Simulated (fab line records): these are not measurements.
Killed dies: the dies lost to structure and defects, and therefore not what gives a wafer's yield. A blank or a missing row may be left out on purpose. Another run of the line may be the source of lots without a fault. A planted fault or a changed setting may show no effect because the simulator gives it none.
fab line records	flow n5_finfet
record: lots: 24	wafers: 72	last_day: 17
route steps=1938 shown FIN_CUT@163 STI_FIN_REVEAL@188 SD_EPI_N@271 SD_EPI_P@311 SD_ACTIVATION@331
lots that met no fault: taken from a fault-free run of the same line
start_h: hours from the record's opening day to when the first of the lot's shown wafers began	wait_h: hours elapsed since this lot's preceding step	" same as the row above	L1.1+2: a single row standing in for several wafers	- no value, or no start given	* or withheld: withheld	< > ~ a bound
route shown NAME@n: NAME is a module with steps in the file, n the number in the route of the first one	usual: mean and standard deviation over wafers with no fault	same: alike in all rows	chamber/n: place in a boat	sites: readings site by site	_std_site: their standard deviation	_edge_site: inner sites' mean taken away from outer sites' mean	radius_mm: for every site, how far away it sits from the centre of the wafer	mask NAME#n: copy n	behind: tool/chamber where the wafer was last shaped	hold: cause of the lot's hold/its duration in hours/its outcome	device: the n, p or np transistor that did not switch	end of line: the tests these same wafers got at the end of their route	a step without rows: its recipe alone	killed: at the first sort, the dies lost to defects and structure; wafer yield is something else	map: a wafer's dies, x killed, . not, _ none there
set.NAME: the setting as run; set.NAME@STEP: as run at that earlier step	model.NAME: the simulator's own value behind a step, which no gauge read
the route's steps for a sample of lots (tables are steps, rows are wafers)
services: when a tool's chamber went out of use (start_h, in hours from the record's first day, below 0 if earlier), for how many hours, and the reason
== steps ==
step: N5_FIN_CUT_CD_MEAS_08
recipe: target_cd_nm: 29.1	landing_energy_ev: 500	detector: se_inlens	polarity: opening
usual: cd_nm: 29.10/0.22
lot.wafer	tool	chamber	start_h	wait_h	cd_nm
L074.1	cd_sem-01	0	26.98	-	29.00
L074.3	"	0	"	"	28.49
L074.6	"	0	"	"	28.94
L075.1	cd_sem-01	0	34.48	-	29.24
L075.3	"	0	"	"	29.24
L075.6	"	0	"	"	29.15
L076.1	cd_sem-01	0	39.34	-	29.05
L076.4	"	0	"	"	29.08
L076.6	"	0	"	"	29.05
L077.2	cd_sem-02	0	44.85	-	28.86
L077.3	"	0	"	"	29.18
L077.5	"	0	"	"	29.19
L078.1	cd_sem-01	0	50.91	-	29.47
L078.2	"	0	"	"	29.02
L078.5	"	0	"	"	29.66
L079.2	cd_sem-03	0	57.67	-	28.94
L079.4	"	0	"	"	29.20
L079.6	"	0	"	"	29.26
L080.1	cd_sem-03	0	63.84	-	29.08
L080.4	"	0	"	"	28.88
L080.5	"	0	"	"	29.30
L081.3	cd_sem-01	0	71.76	-	29.14
L081.5	"	0	"	"	29.40
L081.6	"	0	"	"	29.03
L082.1	cd_sem-03	0	76.15	-	29.10
L082.2	"	0	"	"	29.36
L082.5	"	0	"	"	29.25
L083.2	cd_sem-03	0	81.70	-	29.02
L083.3	"	0	"	"	29.04
L083.4	"	0	"	"	29.21
L084.1	cd_sem-01	0	87.54	-	28.97
L084.2	"	0	"	"	29.08
L084.3	"	0	"	"	29.51
L085.1	cd_sem-02	0	96.04	-	29.06
L085.2	"	0	"	"	29.44
L085.3	"	0	"	"	29.36
L086.1	cd_sem-01	0	101.18	-	29.05
L086.2	"	0	"	"	29.09
L086.4	"	0	"	"	28.90
L087.1	cd_sem-03	0	106.08	-	28.71
L087.5	"	0	"	"	29.19
L087.6	"	0	"	"	29.12
L088.2	cd_sem-02	0	112.00	-	28.75
L088.3	"	0	"	"	29.23
L088.5	"	0	"	"	28.98
L089.2	cd_sem-01	0	118.42	-	29.18
L089.5	"	0	"	"	29.50
L089.6	"	0	"	"	28.94
L090.1	cd_sem-03	0	123.12	-	28.65
L090.3	"	0	"	"	29.02
L090.4	"	0	"	"	29.13
L091.1	cd_sem-01	0	129.06	-	28.77
L091.2	"	0	"	"	29.25
L091.6	"	0	"	"	29.23
L092.1	cd_sem-03	0	135.72	-	28.98
L092.2	"	0	"	"	29.13
L092.4	"	0	"	"	29.02
L093.2	cd_sem-02	0	141.14	-	28.86
L093.5	"	0	"	"	29.23
L093.6	"	0	"	"	29.06
L094.3	cd_sem-03	0	149.69	-	29.09
L094.4	"	0	"	"	29.15
L094.5	"	0	"	"	28.51
L095.1	cd_sem-02	0	154.16	-	29.60
L095.2	"	0	"	"	29.56
L095.6	"	0	"	"	28.82
L096.1	cd_sem-03	0	159.25	-	29.20
L096.2	"	0	"	"	28.76
L096.5	"	0	"	"	29.35
L097.1	cd_sem-03	0	164.73	-	29.27
L097.2	"	0	"	"	29.10
L097.5	"	0	"	"	28.99
step: N5_STI_FIN_REVEAL_THK_MEAS_05
usual: thk_nm: 132.5/1.2
lot.wafer	tool	chamber	start_h	wait_h	thk_nm
L074.1	film_metro-01	-	33.69	-	133.1
L074.3	"	-	"	"	133.4
L074.6	"	-	"	"	133.8
L075.1	film_metro-01	-	42.47	-	132.2
L075.3	"	-	"	"	132.9
L075.6	"	-	"	"	131.0
L076.1	film_metro-01	-	45.81	-	134.6
L076.4	"	-	"	"	133.3
L076.6	"	-	"	"	133.1
L077.2	film_metro-01	-	52.00	-	133.0
L077.3	"	-	"	"	133.1
L077.5	"	-	"	"	133.5
L078.1	film_metro-01	-	58.53	-	133.2
L078.2	"	-	"	"	132.2
L078.5	"	-	"	"	133.3
L079.2	film_metro-02	-	65.01	-	132.6
L079.4	"	-	"	"	131.5
L079.6	"	-	"	"	132.7
L080.1	film_metro-01	-	70.30	-	133.4
L080.4	"	-	"	"	133.5
L080.5	"	-	"	"	131.8
L081.3	film_metro-02	-	79.25	-	132.6
L081.5	"	-	"	"	130.9
L081.6	"	-	"	"	132.4
L082.1	film_metro-02	-	82.61	-	130.3
L082.2	"	-	"	"	133.9
L082.5	"	-	"	"	131.4
L083.2	film_metro-01	-	88.23	-	132.6
L083.3	"	-	"	"	132.2
L083.4	"	-	"	"	133.9
L084.1	film_metro-01	-	95.31	-	132.1
L084.2	"	-	"	"	131.0
L084.3	"	-	"	"	133.1
L085.1	film_metro-01	-	102.62	-	135.5
L085.2	"	-	"	"	133.5
L085.3	"	-	"	"	131.5
L086.1	film_metro-02	-	108.14	-	132.1
L086.2	"	-	"	"	131.9
L086.4	"	-	"	"	132.7
L087.1	film_metro-01	-	112.78	-	132.1
L087.5	"	-	"	"	133.2
L087.6	"	-	"	"	132.0
L088.2	film_metro-01	-	118.61	-	134.7
L088.3	"	-	"	"	135.8
L088.5	"	-	"	"	134.1
L089.2	film_metro-01	-	124.91	-	131.3
L089.5	"	-	"	"	132.9
L089.6	"	-	"	"	130.8
L090.1	film_metro-02	-	129.84	-	132.9
L090.3	"	-	"	"	133.1
L090.4	"	-	"	"	134.6
L091.1	film_metro-02	-	135.52	-	132.2
L091.2	"	-	"	"	133.4
L091.6	"	-	"	"	132.2
L092.1	film_metro-02	-	142.36	-	130.8
L092.2	"	-	"	"	131.7
L092.4	"	-	"	"	130.6
L093.2	film_metro-01	-	147.83	-	130.8
L093.5	"	-	"	"	130.7
L093.6	"	-	"	"	132.2
L094.3	film_metro-02	-	157.07	-	132.2
L094.4	"	-	"	"	132.1
L094.5	"	-	"	"	132.7
L095.1	film_metro-02	-	160.93	-	131.2
L095.2	"	-	"	"	130.8
L095.6	"	-	"	"	129.6
L096.1	film_metro-01	-	165.70	-	132.6
L096.2	"	-	"	"	133.7
L096.5	"	-	"	"	133.3
L097.1	film_metro-02	-	171.64	-	131.7
L097.2	"	-	"	"	131.8
L097.5	"	-	"	"	132.5
step: N5_STI_FIN_REVEAL_OXIDATION_31
recipe: chemistry: O2_PLASMA_REMOTE	temp_c: 150	time_s: 20	pressure_mtorr: 1000	source_power_w: 2000	o2_flow_sccm: 3000
usual: drypump_motor_current_A: 5.40/0.16	heater_power_w: 147/16	temp_c: 149.97/0.15
lot.wafer	tool	chamber	start_h	wait_h	drypump_motor_current_A	heater_power_w	rf_hours_counter_h	temp_c
L074.1	plasma_asher-01	0	36.33	0.0	5.16	142	28	150.03
L074.3	"	0	"	"	5.19	137	-	150.14
L074.6	"	0	"	"	5.17	142	-	150.16
L075.1	plasma_asher-02	1	45.19	0.0	5.29	131	81	150.04
L075.3	"	1	"	"	5.29	126	-	150.21
L075.6	"	1	"	"	5.28	126	-	150.21
L076.1	plasma_asher-02	0	48.46	0.0	5.51	161	81	149.80
L076.4	"	0	"	"	5.50	164	-	149.81
L076.6	"	1	"	"	5.29	128	-	149.93
L077.2	plasma_asher-01	0	54.70	0.0	5.18	141	32	150.19
L077.3	"	1	"	"	5.60	163	-	149.95
L077.5	"	1	"	"	5.59	164	-	150.16
L078.1	plasma_asher-02	1	61.17	0.0	5.30	127	84	150.18
L078.2	"	0	"	"	5.53	165	84	149.96
L078.5	"	1	"	"	5.27	127	-	150.08
L079.2	plasma_asher-02	1	68.56	0.0	5.31	127	85	149.86
L079.4	"	0	"	"	5.52	167	-	149.94
L079.6	"	0	"	"	5.51	165	-	150.02
L080.1	plasma_asher-02	0	73.20	0.0	5.53	163	86	150.17
L080.4	"	1	"	"	5.31	129	-	150.15
L080.5	"	1	"	"	5.32	128	-	149.81
L081.3	plasma_asher-02	1	81.91	0.1	5.31	126	-	150.09
L081.5	"	0	"	"	5.53	162	-	149.82
L081.6	"	1	"	"	5.34	126	-	150.19
L082.1	plasma_asher-02	0	85.28	0.0	5.53	162	88	150.14
L082.2	"	1	"	"	5.31	124	88	149.75
L082.5	"	1	"	"	5.31	126	-	149.55
L083.2	plasma_asher-02	1	90.88	0.0	5.32	128	89	150.17
L083.3	"	0	"	"	5.52	162	-	149.77
L083.4	"	1	"	"	5.30	125	-	149.87
L084.1	plasma_asher-01	1	97.97	0.0	5.60	164	41	149.91
L084.2	"	0	"	"	5.15	137	41	149.99
L084.3	"	1	"	"	5.60	162	-	150.08
L085.1	plasma_asher-02	1	105.35	0.0	5.32	128	92	150.00
L085.2	"	0	"	"	5.51	161	92	149.72
L085.3	"	0	"	"	5.51	166	-	149.92
L086.1	plasma_asher-02	0	110.78	0.0	5.51	163	93	150.05
L086.2	"	1	"	"	5.30	126	93	150.04
L086.4	"	1	"	"	5.30	128	-	150.00
L087.1	plasma_asher-01	0	115.63	0.0	5.18	140	44	150.01
L087.5	"	0	"	"	5.18	142	-	149.97
L087.6	"	1	"	"	5.57	159	-	150.09
L088.2	plasma_asher-01	1	121.41	0.0	5.59	160	45	149.81
L088.3	"	1	"	"	5.62	163	-	149.91
L088.5	"	1	"	"	5.58	161	-	150.02
L089.2	plasma_asher-02	0	127.55	0.0	5.52	160	96	149.88
L089.5	"	1	"	"	5.31	129	-	149.85
L089.6	"	0	"	"	5.52	163	-	149.90
L090.1	plasma_asher-02	0	132.48	0.0	5.52	161	97	149.92
L090.3	"	1	"	"	5.30	128	-	149.84
L090.4	"	0	"	"	5.52	160	-	150.04
L091.1	plasma_asher-02	0	138.17	0.0	5.54	161	98	150.06
L091.2	"	1	"	"	5.30	128	98	149.82
L091.6	"	1	"	"	5.31	128	-	149.88
L092.1	plasma_asher-01	0	147.83	0.0	5.16	141	51	149.95
L092.2	"	1	"	"	5.59	161	51	149.86
L092.4	"	0	"	"	5.16	139	-	149.64
L093.2	plasma_asher-01	0	150.47	0.0	5.15	140	52	149.87
L093.5	"	0	"	"	5.17	139	-	149.84
L093.6	"	1	"	"	5.60	162	-	150.03
L094.3	plasma_asher-01	0	159.80	0.1	5.17	137	-	149.89
L094.4	"	1	"	"	5.62	166	-	149.88
L094.5	"	1	"	"	5.61	163	-	150.12
L095.1	plasma_asher-02	0	163.57	0.0	5.52	158	103	150.13
L095.2	"	1	"	"	5.30	127	103	149.80
L095.6	"	0	"	"	5.53	166	-	149.80
L096.1	plasma_asher-01	1	168.36	0.0	5.57	162	55	150.13
L096.2	"	0	"	"	5.20	142	55	150.23
L096.5	"	1	"	"	5.55	165	-	150.08
L097.1	plasma_asher-02	1	174.52	0.0	5.33	128	105	149.95
L097.2	"	0	"	"	5.53	158	105	149.98
L097.5	"	0	"	"	5.53	160	-	149.90
step: N5_SD_EPI_N_OVL_MEAS_10
recipe: points_per_wafer: 44
usual: SD_N_BLK_OVL: -0.4/0.72
same: points_per_wafer: 44
lot.wafer	tool	chamber	start_h	wait_h	SD_N_BLK_OVL[nm]
L074.1	overlay-01	0	48.29	0.0	-1.2
L074.3	"	0	"	"	-0.4
L074.6	"	0	"	"	-1.2
L075.1	overlay-02	0	59.35	0.0	-1.1
L075.3	"	0	"	"	-0.3
L075.6	"	0	"	"	0.2
L076.1	overlay-01	0	60.69	0.0	0.6
L076.4	"	0	"	"	-0.7
L076.6	"	0	"	"	0.6
L077.2	overlay-02	0	68.33	0.0	-0.4
L077.3	"	0	"	"	-1.1
L077.5	"	0	"	"	-0.5
L078.1	overlay-01	0	74.81	0.0	0.6
L078.2	"	0	"	"	0.0
L078.5	"	0	"	"	-0.4
L079.2	overlay-02	0	81.14	0.0	-1.5
L079.4	"	0	"	"	0.6
L079.6	"	0	"	"	-0.5
L080.1	overlay-01	0	85.24	0.0	-0.6
L080.4	"	0	"	"	0.0
L080.5	"	0	"	"	0.3
L081.3	overlay-02	0	93.46	0.0	0.2
L081.5	"	0	"	"	-0.4
L081.6	"	0	"	"	0.2
L082.1	overlay-02	0	96.74	0.0	0.3
L082.2	"	0	"	"	-0.6
L082.5	"	0	"	"	-0.4
L083.2	overlay-01	0	103.11	0.0	-0.5
L083.3	"	0	"	"	-0.6
L083.4	"	0	"	"	-0.6
L084.1	overlay-01	0	112.22	0.0	-0.3
L084.2	"	0	"	"	-0.9
L084.3	"	0	"	"	-1.2
L085.1	overlay-02	0	117.24	0.0	-0.9
L085.2	"	0	"	"	-0.5
L085.3	"	0	"	"	-1.7
L086.1	overlay-02	0	122.95	0.0	0.8
L086.2	"	0	"	"	-0.1
L086.4	"	0	"	"	-0.8
L087.1	overlay-02	0	129.03	0.0	0.3
L087.5	"	0	"	"	1.4
L087.6	"	0	"	"	0.9
L088.2	overlay-02	0	133.34	0.0	-0.9
L088.3	"	0	"	"	0.8
L088.5	"	0	"	"	0.5
L089.2	overlay-01	0	138.93	0.0	-1.1
L089.5	"	0	"	"	-1.7
L089.6	"	0	"	"	-0.9
L090.1	overlay-01	0	144.63	0.1	-2.3
L090.3	"	0	"	"	-1.4
L090.4	"	0	"	"	-0.1
L091.1	overlay-01	0	149.80	0.0	-0.1
L091.2	"	0	"	"	-0.5
L091.6	"	0	"	"	-0.3
L092.1	overlay-01	0	160.02	0.0	0.8
L092.2	"	0	"	"	0.3
L092.4	"	0	"	"	0.8
L093.2	overlay-02	0	162.47	0.0	-1.1
L093.5	"	0	"	"	-1.2
L093.6	"	0	"	"	-2.9
L094.3	overlay-02	0	171.29	0.0	-0.4
L094.4	"	0	"	"	-0.7
L094.5	"	0	"	"	-0.4
L095.1	overlay-01	0	175.26	0.0	-0.1
L095.2	"	0	"	"	-1.1
L095.6	"	0	"	"	-1.4
L096.1	overlay-01	0	183.05	0.0	-0.6
L096.2	"	0	"	"	-0.1
L096.5	"	0	"	"	-0.1
L097.1	overlay-01	0	186.06	0.0	-0.1
L097.2	"	0	"	"	-0.9
L097.5	"	0	"	"	-0.1
step: N5_SD_EPI_P_ETCH_47
recipe: chemistry: CH3F/O2	target: SiOCN	target_depth_a: 250	mask_material: SOC	ion_energy_ev: 60	bias_w: 29	pressure_mtorr: 30	source_w: 410	Ar_flow_sccm: 150	CH3F_flow_sccm: 30	O2_flow_sccm: 20
usual: drypump_motor_current_A: 5.5/0.46	oes_product_au: 0.77/0.089	rf_vpp_V: 126.7/2.2	showerhead_plenum_p_Torr: 2.02/0.067	throttle_valve_pct: 16.32/0.14
lot.wafer	tool	chamber	start_h	wait_h	drypump_motor_current_A	oes_product_au	rf_hours_counter_h	rf_vpp_V	showerhead_plenum_p_Torr	throttle_valve_pct
L074.1	rie_diel-01	1	56.07	0.1	6.0	0.71	219	129.2	1.98	16.25
L074.3	"	0	"	"	5.3	0.91	36	129.0	2.12	16.18
L074.6	"	0	"	"	5.3	0.91	-	128.4	2.12	16.16
L075.1	rie_diel-01	3	65.34	0.1	5.7	0.73	160	125.0	2.08	16.24
L075.3	"	1	"	"	6.0	0.71	223	127.7	1.98	16.27
L075.6	"	0	"	"	5.3	0.91	-	128.0	2.12	16.19
L076.1	rie_diel-04	0	66.46	0.1	5.4	0.70	243	127.0	1.97	16.48
L076.4	"	1	"	"	5.1	0.72	211	128.2	2.06	16.29
L076.6	"	2	"	"	4.7	0.68	-	125.1	1.90	16.56
L077.2	rie_diel-02	1	74.68	0.1	5.6	0.78	126	127.1	2.10	16.44
L077.3	"	0	"	"	6.5	0.70	216	122.9	2.06	16.19
L077.5	"	0	"	"	6.5	0.69	-	123.2	2.06	16.18
L078.1	rie_diel-04	0	80.56	0.1	5.4	0.69	247	127.3	1.97	16.50
L078.2	"	1	"	"	5.1	0.71	215	127.0	2.06	16.29
L078.5	"	0	"	"	5.4	0.68	-	126.9	1.97	16.49
L079.2	rie_diel-02	0	87.03	0.1	6.5	0.70	219	123.4	2.06	16.19
L079.4	"	2	"	"	5.1	0.74	177	129.4	2.00	16.22
L079.6	"	3	"	"	5.0	0.95	-	125.0	1.97	16.25
L080.1	rie_diel-01	0	90.87	0.1	5.3	0.89	49	127.5	2.12	16.20
L080.4	"	2	"	"	5.5	0.73	148	125.7	2.00	16.43
L080.5	"	0	"	"	5.3	0.89	-	128.2	2.12	16.21
L081.3	rie_diel-04	0	98.35	0.1	5.4	0.68	253	126.1	1.97	16.50
L081.5	"	0	"	"	5.4	0.68	-	128.1	1.97	16.50
L081.6	"	1	"	"	5.1	0.69	-	128.6	2.05	16.30
L082.1	rie_diel-01	3	102.38	0.1	5.7	0.72	172	123.8	2.08	16.27
L082.2	"	0	"	"	5.3	0.88	53	127.8	2.12	16.23
L082.5	"	0	"	"	5.3	0.88	-	127.7	2.12	16.22
L083.2	rie_diel-01	2	109.40	0.1	5.5	0.73	154	125.8	2.00	16.45
L083.3	"	0	"	"	5.3	0.87	54	129.5	2.12	16.20
L083.4	"	3	"	"	5.7	0.72	174	124.7	2.07	16.28
L084.1	rie_diel-02	0	117.23	0.1	6.5	0.69	229	124.2	2.06	16.20
L084.2	"	3	"	"	5.0	0.90	21	126.7	1.96	16.28
L084.3	"	2	"	"	5.2	0.72	184	130.2	2.00	16.23
L085.1	rie_diel-02	2	122.33	0.1	5.1	0.73	186	131.3	2.00	16.24
L085.2	"	1	"	"	5.6	0.76	138	126.1	2.10	16.46
L085.3	"	0	"	"	6.5	0.69	230	121.3	2.06	16.20
L086.1	rie_diel-02	1	127.91	0.1	5.6	0.76	140	123.9	2.09	16.49
L086.2	"	0	"	"	6.5	0.69	232	124.3	2.05	16.21
L086.4	"	3	"	"	4.9	0.90	25	126.9	1.96	16.28
L087.1	rie_diel-02	2	134.03	0.1	5.1	0.72	190	130.0	2.00	16.25
L087.5	"	1	"	"	5.6	0.76	-	125.2	2.09	16.49
L087.6	"	2	"	"	5.1	0.72	-	130.1	2.00	16.25
L088.2	rie_diel-02	0	139.03	0.1	6.5	0.69	235	124.0	2.05	16.21
L088.3	"	3	"	"	5.0	0.89	28	125.9	1.96	16.29
L088.5	"	0	"	"	6.5	0.69	-	124.2	2.05	16.23
L089.2	rie_diel-02	3	144.76	0.1	4.9	0.90	29	126.2	1.96	16.27
L089.5	"	1	"	"	5.6	0.75	-	127.4	2.09	16.49
L089.6	"	2	"	"	5.1	0.71	-	128.3	2.00	16.26
L090.1	rie_diel-01	1	150.72	0.1	6.0	0.69	250	129.3	1.97	16.29
L090.3	"	0	"	"	5.3	0.87	67	129.3	2.11	16.23
L090.4	"	3	"	"	5.7	0.71	183	123.2	2.07	16.30
L091.1	rie_diel-04	0	156.53	0.1	5.4	0.96	7	128.0	1.96	16.02
L091.2	"	2	"	"	4.7	0.93	14	126.9	2.14	16.12
L091.6	"	0	"	"	5.3	0.97	-	129.0	1.96	16.02
L092.1	rie_diel-01	2	165.03	0.1	5.4	0.72	175	124.8	2.00	16.48
L092.2	"	3	"	"	5.7	0.71	189	124.9	2.07	16.33
L092.4	"	2	"	"	5.4	0.71	-	125.9	2.00	16.49
L093.2	rie_diel-01	2	167.61	0.1	5.4	0.72	176	124.8	2.00	16.52
L093.5	"	0	"	"	5.3	0.86	-	128.1	2.11	16.26
L093.6	"	3	"	"	5.7	0.70	-	122.0	2.07	16.34
L094.3	rie_diel-02	2	177.40	0.1	5.1	0.70	205	129.4	1.99	16.27
L094.4	"	1	"	"	5.6	0.75	157	128.0	2.09	16.50
L094.5	"	1	"	"	5.6	0.75	-	125.5	2.09	16.52
L095.1	rie_diel-01	1	180.55	0.1	6.0	1.01	3	129.6	1.97	15.76
L095.2	"	3	"	"	5.7	0.70	194	121.1	2.07	16.32
L095.6	"	3	"	"	5.7	0.70	-	125.3	2.07	16.33
L096.1	rie_diel-02	3	188.20	0.1	5.0	0.86	43	125.5	1.96	16.30
L096.2	"	1	"	"	5.6	0.74	161	126.1	2.09	16.52
L096.5	"	3	"	"	5.0	0.87	-	126.1	1.96	16.30
L097.1	rie_diel-04	3	192.49	0.1	5.9	0.71	218	127.5	1.88	16.65
L097.2	"	2	"	"	4.7	0.90	27	128.0	2.14	16.17
L097.5	"	2	"	"	4.7	0.91	-	126.4	2.14	16.16
step: N5_SD_ACTIVATION_LSA_01
recipe: temp_c: 1080	time_s: 0.0008	ambient: N2
usual: wafer_temp_C_max: 1085.2/1.5
lot.wafer	tool	chamber	start_h	wait_h	wafer_temp_C_max
L074.1	laser_anneal-01	0	59.60	0.2	1086.1
L074.3	"	0	"	"	1089.2
L074.6	"	0	"	"	1086.4
L075.1	laser_anneal-02	0	69.61	0.2	1085.7
L075.3	"	0	"	"	1083.9
L075.6	"	0	"	"	1083.2
L076.1	laser_anneal-01	0	70.03	0.2	1086.5
L076.4	"	0	"	"	1086.9
L076.6	"	0	"	"	1086.8
L077.2	laser_anneal-01	0	78.16	0.2	1085.2
L077.3	"	0	"	"	1085.3
L077.5	"	0	"	"	1086.4
L078.1	laser_anneal-01	0	84.21	0.2	1085.7
L078.2	"	0	"	"	1083.9
L078.5	"	0	"	"	1086.0
L079.2	laser_anneal-01	0	91.37	0.2	1086.4
L079.4	"	0	"	"	1086.6
L079.6	"	0	"	"	1086.0
L080.1	laser_anneal-01	0	94.31	0.2	1088.9
L080.4	"	0	"	"	1086.0
L080.5	"	0	"	"	1084.0
L081.3	laser_anneal-02	0	101.98	0.2	1083.8
L081.5	"	0	"	"	1083.2
L081.6	"	0	"	"	1082.7
L082.1	laser_anneal-01	0	107.76	0.2	1086.9
L082.2	"	0	"	"	1085.6
L082.5	"	0	"	"	1085.2
L083.2	laser_anneal-02	0	112.86	0.2	1084.4
L083.3	"	0	"	"	1084.5
L083.4	"	0	"	"	1082.9
L084.1	laser_anneal-01	0	120.77	0.2	1085.0
L084.2	"	0	"	"	1085.9
L084.3	"	0	"	"	1086.8
L085.1	laser_anneal-02	0	126.00	0.2	1083.0
L085.2	"	0	"	"	1082.8
L085.3	"	0	"	"	1083.9
L086.1	laser_anneal-01	0	131.39	0.2	1086.0
L086.2	"	0	"	"	1085.2
L086.4	"	0	"	"	1084.8
L087.1	laser_anneal-02	0	137.47	0.2	1084.2
L087.5	"	0	"	"	1085.9
L087.6	"	0	"	"	1084.1
L088.2	laser_anneal-01	0	143.45	0.2	1086.4
L088.3	"	0	"	"	1085.5
L088.5	"	0	"	"	1086.7
L089.2	laser_anneal-02	0	148.26	0.2	1084.3
L089.5	"	0	"	"	1084.8
L089.6	"	0	"	"	1084.4
L090.1	laser_anneal-01	0	155.20	0.2	1085.7
L090.3	"	0	"	"	1086.6
L090.4	"	0	"	"	1086.0
L091.1	laser_anneal-02	0	159.97	0.2	1082.7
L091.2	"	0	"	"	1083.8
L091.6	"	0	"	"	1083.4
L092.1	laser_anneal-01	0	168.52	0.2	1087.7
L092.2	"	0	"	"	1086.7
L092.4	"	0	"	"	1086.5
L093.2	laser_anneal-02	0	171.07	0.2	1083.7
L093.5	"	0	"	"	1083.6
L093.6	"	0	"	"	1083.5
L094.3	laser_anneal-01	0	180.92	0.2	1087.5
L094.4	"	0	"	"	1084.9
L094.5	"	0	"	"	1085.3
L095.1	laser_anneal-02	0	184.99	0.2	1084.6
L095.2	"	0	"	"	1083.7
L095.6	"	0	"	"	1084.2
L096.1	laser_anneal-01	0	191.63	0.2	1086.9
L096.2	"	0	"	"	1085.3
L096.5	"	0	"	"	1084.5
L097.1	laser_anneal-02	0	195.94	0.2	1082.8
L097.2	"	0	"	"	1082.9
L097.5	"	0	"	"	1084.4
== services ==
tool	chamber	start_h	hours	kind
rie_diel-02	0	14.89	8.3	repair
rie_diel-02	-	17.60	3.3	repair
rie_diel-02	-	24.75	2.8	pm
rie_diel-02	3	32.22	3.4	repair
rie_diel-02	3	35.77	-	clean
rie_diel-02	3	35.77	-	consumable_replace:focus_ring
rie_diel-02	3	35.77	19.6	scheduled_down
rie_diel-02	3	35.77	19.6	vent_cycle
plasma_asher-02	-	38.73	1.3	repair
rie_diel-01	0	42.37	4.5	repair
rie_diel-04	-	44.68	15.6	pm
rie_diel-01	0	51.11	3.1	repair
rie_diel-02	2	57.22	10.9	repair
laser_anneal-02	-	77.50	17.0	pm
rie_diel-02	-	84.23	0.9	repair
plasma_asher-02	-	85.76	3.6	repair
rie_diel-02	2	87.37	1.3	repair
rie_diel-02	1	89.59	5.3	repair
rie_diel-01	1	91.99	3.6	repair
rie_diel-02	2	94.72	4.8	repair
laser_anneal-01	-	105.75	1.9	pm
laser_anneal-02	-	161.12	2.0	pm
rie_diel-01	1	187.31	5.4	repair
plasma_asher-02	-	195.77	10.0	pm
== key ==
fault none
